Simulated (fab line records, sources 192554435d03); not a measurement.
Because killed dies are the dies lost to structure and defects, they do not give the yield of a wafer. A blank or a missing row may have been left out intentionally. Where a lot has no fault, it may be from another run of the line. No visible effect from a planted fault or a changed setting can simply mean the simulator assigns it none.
Chamber matching | flow n5-finfet | 4 sister chambers for N5_SD_EPI_N_LINER_46 on ald-sin-02
The step material SiNx, target thk 3 nm. 4 wafers are shown with their chamber, then 12 later ones without.

WAFERS WITH THEIR CHAMBER
wafer  | chamber | heater-power-w (W)
L083.5 | 1       | 811
L085.1 | 3       | 769
L085.2 | 0       | 920
L085.3 | 2       | 832

WAFERS WITHOUT THEIR CHAMBER
wafer  | heater-power-w (W)
L086.1 | 824
L086.2 | 921
L086.4 | 785
L089.2 | 824
L089.5 | 815
L089.6 | 822
L091.1 | 822
L091.2 | 799
L091.6 | 825
L097.1 | 885
L097.2 | 813
L097.5 | 878

EACH ONE'S CHAMBER
wafer  | from the rows above          | in truth
L086.1 | can't be placed: 2 or 1      | 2
L086.2 | 0                            | 0
L086.4 | can't be placed: 3 or 1 or 2 | 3
L089.2 | can't be placed: 2 or 1      | 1
L089.5 | can't be placed: 1 or 2      | 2
L089.6 | can't be placed: 2 or 1      | 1
L091.1 | can't be placed: 2 or 1      | 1
L091.2 | can't be placed: 1 or 3 or 2 | 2
L091.6 | can't be placed: 2 or 1      | 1
L097.1 | can't be placed: 0 or 2      | 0
L097.2 | can't be placed: 1 or 2      | 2
L097.5 | can't be placed: 0 or 2 or 1 | 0
Correct placement for 1 of the 12. From these rows, 11 cannot be placed; in 11 the true chamber is one of the candidates. 0 placed wrongly.
How it was worked out, from the rows above alone: a wafer's distance from a chamber is the root of the sum, over the readings, of the square of ((its reading less the chamber's mean) divided by the reading's scatter). The wafer belongs to the nearest chamber; if the next one is less than 2 further off, it can't be placed. A chamber's mean is the mean of its shown wafers. The scatter (one wafer shown for each chamber): square how far every hidden wafer sits from the nearest shown wafer, average those squares and take the square root.
